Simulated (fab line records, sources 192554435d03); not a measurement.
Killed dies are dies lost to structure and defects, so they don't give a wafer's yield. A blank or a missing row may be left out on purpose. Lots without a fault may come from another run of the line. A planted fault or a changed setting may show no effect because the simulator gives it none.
Which tool did it? | flow n5_finfet | 8 lots, 24 wafers sampled, at 7 steps of a route of 1938

WHAT THE GAUGES READ, wafer by wafer
N5_BEOL_M0_SAQP_OVL_MEAS_41. Usual: M0_CUT1_OVL -0.4 nm, standard deviation 0.76.
lot  | measured     | on         | M0_CUT1_OVL (nm) | flag
L779 | day 6 04:21  | overlay-02 | 1.1 -0.4 -0.7    |
L783 | day 7 04:37  | overlay-02 | -0.6 -0.2 2.2    |
L785 | day 7 15:27  | overlay-02 | -1.3 -1.7 -1.3   |
L790 | day 9 00:34  | overlay-02 | -1.0 -1.3 -0.8   |
L791 | day 9 11:40  | overlay-02 | -0.6 -0.9 -1.7   |
L794 | day 10 01:01 | overlay-02 | 1.2 1.1 1.6      |
L799 | day 11 07:05 | overlay-01 | -0.5 -0.1 0.1    |
L800 | day 11 12:02 | overlay-01 | -0.6 -0.6 -0.2   |

N5_BEOL_M0_SAQP_INSPECT_42: inspects for defects (brightfield). Usual: raw_defect_count 289, standard deviation 78.
lot  | measured     | on                | raw_defect_count | flag
L779 | day 6 04:24  | defect_inspect-02 | 408 308 313      |
L783 | day 7 04:40  | defect_inspect-01 | 268 158 216      |
L785 | day 7 15:31  | defect_inspect-01 | 266 245 376      |
L790 | day 9 00:37  | defect_inspect-02 | 918 1118 1035    | OFF
L791 | day 9 11:43  | defect_inspect-02 | 1088 984 1244    | OFF
L794 | day 10 01:04 | defect_inspect-02 | 238 531 228      |
L799 | day 11 07:08 | defect_inspect-02 | 315 223 471      |
L800 | day 11 12:05 | defect_inspect-02 | 224 479 509      |

N5_BEOL_M0_CUTY_INSPECT_59: inspects for defects (macro). Usual: raw_defect_count 2.0, standard deviation 1.5.
lot  | measured     | on                | raw_defect_count | flag
L779 | day 6 05:41  | defect_inspect-01 | 1 3 5            |
L783 | day 7 06:07  | defect_inspect-01 | 5 2 2            |
L785 | day 7 16:56  | defect_inspect-01 | 1 0 2            |
L790 | day 9 02:00  | defect_inspect-02 | >300 >300 >300   | OFF
L791 | day 9 13:45  | defect_inspect-02 | >300 >300 >300   | OFF
L794 | day 10 02:26 | defect_inspect-01 | 2 1 1            |
L799 | day 11 08:39 | defect_inspect-01 | 3 2 0            |
L800 | day 11 13:29 | defect_inspect-02 | 5 1 0            |

N5_BEOL_M4_RC_MEAS_101. Usual: DIBL_N 36.3 mV/V, standard deviation 1; DIBL_P 36.2 mV/V, standard deviation 1.4; IOFF_N 0.157 nA/um, standard deviation 0.021; IOFF_P 0.206 nA/um, standard deviation 0.025; ION_N 673 uA/um, standard deviation 9; ION_P 461 uA/um, standard deviation 6.4; SS_N 71.5 mV/dec, standard deviation 0.5; SS_P 73.2 mV/dec, standard deviation 0.47; VT_N 249.9 mV, standard deviation 2.4; VT_P -250.6 mV, standard deviation 2.9.
lot  | measured     | on        | DIBL_N (mV/V)  | DIBL_P (mV/V)  | IOFF_N (nA/um)    | IOFF_P (nA/um)    | ION_N (uA/um) | ION_P (uA/um) | SS_N (mV/dec)  | SS_P (mV/dec)  | VT_N (mV)         | VT_P (mV)            | flag
L779 | day 8 10:10  | prober-02 | 36.3 35.5 37.9 | 36.9 36.1 38.2 | 0.150 0.134 0.171 | 0.209 0.194 0.225 | 659 657 669   | 457 452 461   | 71.7 71.6 72.7 | 72.9 73.6 74.3 | 252.3 255.2 250.0 | -251.1 -251.2 -252.0 |
L783 | day 9 09:32  | prober-01 | 37.5 39.5 38.3 | 35.9 38.7 37.6 | 0.151 0.202 0.181 | 0.199 0.242 0.226 | 668 686 686   | 464 467 469   | 71.5 72.3 71.5 | 73.9 73.3 73.5 | 250.2 246.9 250.7 | -249.6 -247.3 -250.6 |
L785 | day 9 14:26  | prober-02 | 36.2 36.6 36.2 | 35.7 35.6 35.8 | 0.148 0.154 0.151 | 0.186 0.178 0.182 | 673 675 677   | 457 456 467   | 71.8 71.9 71.1 | 73.9 72.4 73.3 | 250.7 248.6 250.7 | -252.1 -251.9 -252.5 |
L790 | day 11 07:20 | prober-01 | 35.0 35.3 36.3 | 34.8 35.0 36.4 | 0.146 0.152 0.173 | 0.197 0.201 0.220 | 674 661 677   | 465 454 459   | 71.1 71.4 71.4 | 72.9 73.1 72.9 | 250.0 254.8 247.7 | -252.0 -248.4 -250.4 |
L791 | day 11 11:57 | prober-01 | 36.6 36.8 36.1 | 36.7 36.7 34.8 | 0.187 0.202 0.169 | 0.259 0.271 0.233 | 685 687 682   | 470 475 471   | 71.7 71.7 71.1 | 73.0 72.9 72.7 | 247.2 243.5 247.3 | -244.2 -244.8 -248.5 |
L794 | day 12 04:47 | prober-02 | 35.6 36.8 36.5 | 35.9 37.1 37.8 | 0.151 0.173 0.172 | 0.179 0.206 0.214 | 665 666 678   | 455 455 463   | 70.6 71.6 71.6 | 73.3 72.8 73.4 | 248.0 250.0 248.5 | -254.9 -251.5 -252.5 |
L799 | day 13 13:49 | prober-02 | 37.8 35.6 33.4 | 38.4 35.6 32.3 | 0.180 0.145 0.106 | 0.230 0.187 0.148 | 674 664 663   | 462 457 455   | 71.7 72.1 70.7 | 74.2 72.9 72.3 | 248.4 251.5 255.4 | -251.4 -251.2 -255.0 |
L800 | day 13 18:34 | prober-02 | 36.6 37.6 36.7 | 39.0 40.5 38.5 | 0.183 0.208 0.187 | 0.210 0.230 0.207 | 688 697 686   | 469 462 462   | 71.7 71.7 72.0 | 73.4 73.7 73.4 | 246.7 247.3 246.2 | -247.7 -248.8 -249.5 |

WHICH TOOL RAN EACH LOT (tool, then ch and the chambers of the sampled wafers, then the start)
lot  | N5_BEOL_M0_SAQP_ETCH_106           | N5_BEOL_M0_SAQP_SPACER2_ALD_26    | N5_BEOL_M0_SAQP_DESCUM_45
L779 | rie_diel-01 ch 0,2, day 6 02:57    | ald_sin-01 ch 0,2, day 6 03:16    | rie_diel-05 ch 0,1,2, day 6 04:26
L783 | rie_diel-01 ch 0,1,2, day 7 02:59  | ald_sin-01 ch 0,2,3, day 7 03:17  | rie_diel-03 ch 0,2,3, day 7 04:53
L785 | rie_diel-03 ch 0,3, day 7 14:04    | ald_sin-01 ch 1,2,3, day 7 14:22  | rie_diel-05 ch 1,2,3, day 7 15:32
L790 | rie_diel-01 ch 0,2, day 8 21:25    | ald_sin-01 ch 0,1, day 8 23:17    | rie_diel-01 ch 0,1, day 9 00:39
L791 | rie_diel-05 ch 2,3, day 9 10:15    | ald_sin-01 ch 0,1,3, day 9 10:34  | rie_diel-05 ch 0,1,3, day 9 12:13
L794 | rie_diel-01 ch 1,2,3, day 9 23:38  | ald_sin-03 ch 2,3, day 9 23:55    | rie_diel-03 ch 1,2, day 10 01:05
L799 | rie_diel-05 ch 0,1,3, day 11 05:26 | ald_sin-03 ch 1,2,3, day 11 05:45 | rie_diel-03 ch 0,2,3, day 11 07:17
L800 | rie_diel-01 ch 0,1,3, day 11 10:13 | ald_sin-02 ch 0,1,2, day 11 10:43 | rie_diel-05 ch 0,3, day 11 12:07
- N5_BEOL_M0_SAQP_ETCH_106: etches SOC in N2/H2, stops on SiNx, target depth 150 nm.
- N5_BEOL_M0_SAQP_SPACER2_ALD_26: deposits SiO2, target thk 15 nm, pulse time 1 s, purge time 2 s.
- N5_BEOL_M0_SAQP_DESCUM_45: chemistry O2, time 7 s.

WHAT THE TOOLS THEMSELVES READ (means of the sampled wafers that have a number; where no wafer has one, the mark that the record gives instead)
N5_BEOL_M0_SAQP_ETCH_106. Usual: chamber_pressure_mTorr 30.002 mTorr, standard deviation 0.027; drypump_motor_current_A 5.8 A, standard deviation 0.64; oes_product_au 0.79 a.u., standard deviation 0.096; rf_vpp_V 241.0 V, standard deviation 1.5; showerhead_plenum_p_Torr 2.57 Torr, standard deviation 0.1; throttle_valve_pct 17.79 %, standard deviation 0.27.
lot  | tool        | chamber_pressure_mTorr (mTorr) | drypump_motor_current_A (A) | oes_product_au (a.u.) | rf_vpp_V (V) | showerhead_plenum_p_Torr (Torr) | throttle_valve_pct (%) | flag
L779 | rie_diel-01 | 29.999                         | 6.3                         | 0.73                  | 241.8        | 2.64                            | 18.15                  |
L783 | rie_diel-01 | 29.996                         | 6.1                         | 0.78                  | 242.5        | 2.66                            | 17.92                  |
L785 | rie_diel-03 | 29.990                         | 5.3                         | 0.75                  | 240.4        | 2.44                            | 17.70                  |
L790 | rie_diel-01 | 30.014                         | 6.3                         | 0.71                  | 242.1        | 2.63                            | 18.20                  |
L791 | rie_diel-05 | 30.008                         | 6.4                         | 0.72                  | 239.9        | 2.43                            | 17.88                  |
L794 | rie_diel-01 | 30.017                         | 5.7                         | 0.85                  | 242.2        | 2.65                            | 17.74                  |
L799 | rie_diel-05 | 30.012                         | 5.8                         | 0.84                  | 239.1        | 2.47                            | 17.79                  |
L800 | rie_diel-01 | 29.989                         | 5.5                         | 0.91                  | 241.5        | 2.63                            | 17.55                  |

N5_BEOL_M0_SAQP_SPACER2_ALD_26. Usual: heater_power_w 436 W, standard deviation 54; precursor_pulse_height_rel 1.001, standard deviation 0.021.
lot  | tool       | heater_power_w (W) | precursor_pulse_height_rel | flag
L779 | ald_sin-01 | 448                | 0.980                      |
L783 | ald_sin-01 | 415                | 1.004                      |
L785 | ald_sin-01 | 472                | 0.993                      |
L790 | ald_sin-01 | 463                | 0.989                      |
L791 | ald_sin-01 | 435                | 1.016                      |
L794 | ald_sin-03 | 377                | 0.999                      |
L799 | ald_sin-03 | 403                | 1.014                      |
L800 | ald_sin-02 | 449                | 1.008                      |

N5_BEOL_M0_SAQP_DESCUM_45. Usual: chamber_pressure_mTorr 20.000 mTorr, standard deviation 0.018; drypump_motor_current_A 5.6 A, standard deviation 0.6; oes_product_au 0.78 a.u., standard deviation 0.091; rf_vpp_V 243.3 V, standard deviation 1.5; showerhead_plenum_p_Torr 2.10 Torr, standard deviation 0.087; throttle_valve_pct 20.40 %, standard deviation 0.2.
lot  | tool        | chamber_pressure_mTorr (mTorr) | drypump_motor_current_A (A) | oes_product_au (a.u.) | rf_vpp_V (V) | showerhead_plenum_p_Torr (Torr) | throttle_valve_pct (%) | flag
L779 | rie_diel-05 | 19.998                         | 5.6                         | 0.78                  | 241.8        | 2.04                            | 20.49                  |
L783 | rie_diel-03 | 20.016                         | 5.3                         | 0.75                  | 243.1        | 2.10                            | 20.30                  |
L785 | rie_diel-05 | 19.985                         | 6.3                         | 0.73                  | 241.8        | 2.02                            | 20.57                  |
L790 | rie_diel-01 | 19.995                         | 5.9                         | 0.75                  | 244.7        | 2.17                            | 20.52                  |
L791 | rie_diel-05 | 20.000                         | 5.8                         | 0.88                  | 242.3        | 2.03                            | 20.31                  |
L794 | rie_diel-03 | 19.988                         | 5.2                         | 0.74                  | 244.2        | 2.18                            | 20.34                  |
L799 | rie_diel-03 | 20.003                         | 5.2                         | 0.72                  | 243.0        | 2.09                            | 20.35                  |
L800 | rie_diel-05 | 19.996                         | 5.4                         | 0.81                  | 241.7        | 2.02                            | 20.27                  |

THE ANSWER, worked out from the rows above alone
Rule: a lot is off if the mean of its wafers that have a number lies more than 3 standard deviations from the usual mean. A lot without any number at a reading at which 4 lots or more have one is off too. The other lots that the step has rows for count as sound. The gauges are gone through in route order, then the tools' own readings, and for those a lot's mean is taken as printed above. The first step at which some lot is off is used, and at that step the reading that is off furthest; a lot without a number counts as furthest.
Off: L790, L791, at N5_BEOL_M0_SAQP_INSPECT_42 (raw_defect_count).
A tool fits if, at a process step before that reading, it ran every lot that is off, and no sound lot after the first of them. The gauges at N5_BEOL_M0_SAQP_INSPECT_42 are tried like those tools. One fits: ald_sin-01 at N5_BEOL_M0_SAQP_SPACER2_ALD_26. Its last sound lot is L785 (day 7 14:22), its first lot that is off L790 (day 8 23:17): a fault that began between those two fits.

WHAT THE SIMULATOR HAD PUT IN
Chamber particle source: ald_sin-01, from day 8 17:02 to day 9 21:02, at N5_BEOL_M0_SAQP_SPACER2_ALD_26. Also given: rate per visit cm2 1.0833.
Lots struck among those shown: L790, L791. The rule above found the same.
